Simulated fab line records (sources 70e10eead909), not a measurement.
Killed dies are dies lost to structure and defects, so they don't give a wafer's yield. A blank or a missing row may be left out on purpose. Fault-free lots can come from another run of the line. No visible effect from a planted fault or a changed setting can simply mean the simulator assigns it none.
8D (eight disciplines) problem report, filled in by code    flow nandHarc    the parts of the form that need people (team, actions taken, sign-off) are left out

## 1. THE ISSUE
NHARC_A_CHANNEL_FILL_D1_CMP_10, timeToEndpointS: mean 36.7 s over 1 wafer from 1 lot; wafers with no fault: 14.7 s, standard deviation 2.5. Measured from the usual mean, that is +8.8 standard deviations.
The step: polishes, target thk 150 nm.
First seen on wafer L956.2, day 19 10:22, on cmp-01. The record has a number at this step for 39 wafers belonging to 13 lots. Rule for "out" (also "out of limits"): further than 4 standard deviations from the usual mean. The rest of the wafers with a number are treated as sound.

## 2. WHAT IT IS; WHAT IT IS NOT
question                     is                 is not
which readings at this step  timeToEndpointS    motorCurrentA
which lots                   L956               L938, L939, L940, L942, L943, L944, L946, L948, L953, L958, L959, L960
which wafers of those lots   L956.2             L956.4, L956.5
read on which tools          cmp-01             cmp-02, cmp-04
when                         from day 19 10:22  up to then (29 sound wafers); but 9 sound wafers of L958, L959, L960 came after

## 3. THE SUSPECTS, EACH WITH WHAT RULES IT OUT
Counting: any tool at a process step up to the reading remains a suspect provided it ran every lot that is out. Sound lots after the first of them don't rule it out here, since some wafers of a struck lot are sound.
- aldSinBatch-02 at NHARC_A_CHANNEL_FILL_D1_ALD_03 (deposits SiNx, target thk 6 nm, pulse time 60 s, ald cycles 58): kept. L956, the lot that is out, went through it at day 19 10:22; up to then, the latest sound lot through it was L953 at day 17 15:31. Because NHARC_A_CHANNEL_FILL_D1_ALD_03 lacks a start for some lots, the hours and order of its lots are taken from NHARC_A_CHANNEL_FILL_D1_CMP_10.
- cmp-01 at NHARC_A_CHANNEL_FILL_D1_CMP_10 (polishes, target thk 150 nm): kept. L956, the lot that is out, went through it at day 19 10:22; up to then, the latest sound lot through it was L943 at day 13 08:19. Its own readings are out on those wafers: timeToEndpointS.
- Within cmp-01 at NHARC_A_CHANNEL_FILL_D1_CMP_10: the wafers that are out ran in chamber 0; their sound lot-mates ran in chamber 1.
After counting, aldSinBatch-02 at NHARC_A_CHANNEL_FILL_D1_ALD_03 and cmp-01 at NHARC_A_CHANNEL_FILL_D1_CMP_10 remain.

## 4. THE CAUSE (what the simulator had put in)
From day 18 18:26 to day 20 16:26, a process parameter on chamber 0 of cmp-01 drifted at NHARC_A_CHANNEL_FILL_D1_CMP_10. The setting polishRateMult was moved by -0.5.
Counting leaves 2 suspects; this tool is one of them.

## 5. SEQUENCE OF EFFECTS, ordered by route
Rows list readings where the struck wafers' mean (over those with a number) sits beyond 3 standard deviations from the usual. Readings are gone through only where the record gives a usual standard deviation; hours: the median, over the lots, of the time from a lot's start at the first step in this table giving one to that lot's start at this step; sigmas: the change measured in usual standard deviations.
hours  step                            reading          usual   on struck wafers  change  sigmas
0      NHARC_A_CHANNEL_FILL_D1_CMP_10  timeToEndpointS  14.7 s  36.7              +22.0   +8.8
It contains these process steps:
- NHARC_A_CHANNEL_FILL_D1_CMP_10: polishes, target thk 150 nm.
At these later measuring or inspecting steps, every struck wafer for which the step has a row has a number for every such reading, and none has moved that far: NHARC_A_DECK1_JOINT_THK_MEAS_14.

## 6. HOW IT WOULD HAVE BEEN CAUGHT EARLIER
The fault began at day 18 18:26; the first out-of-limits reading in this record came at day 19 10:22, 16 hours later.
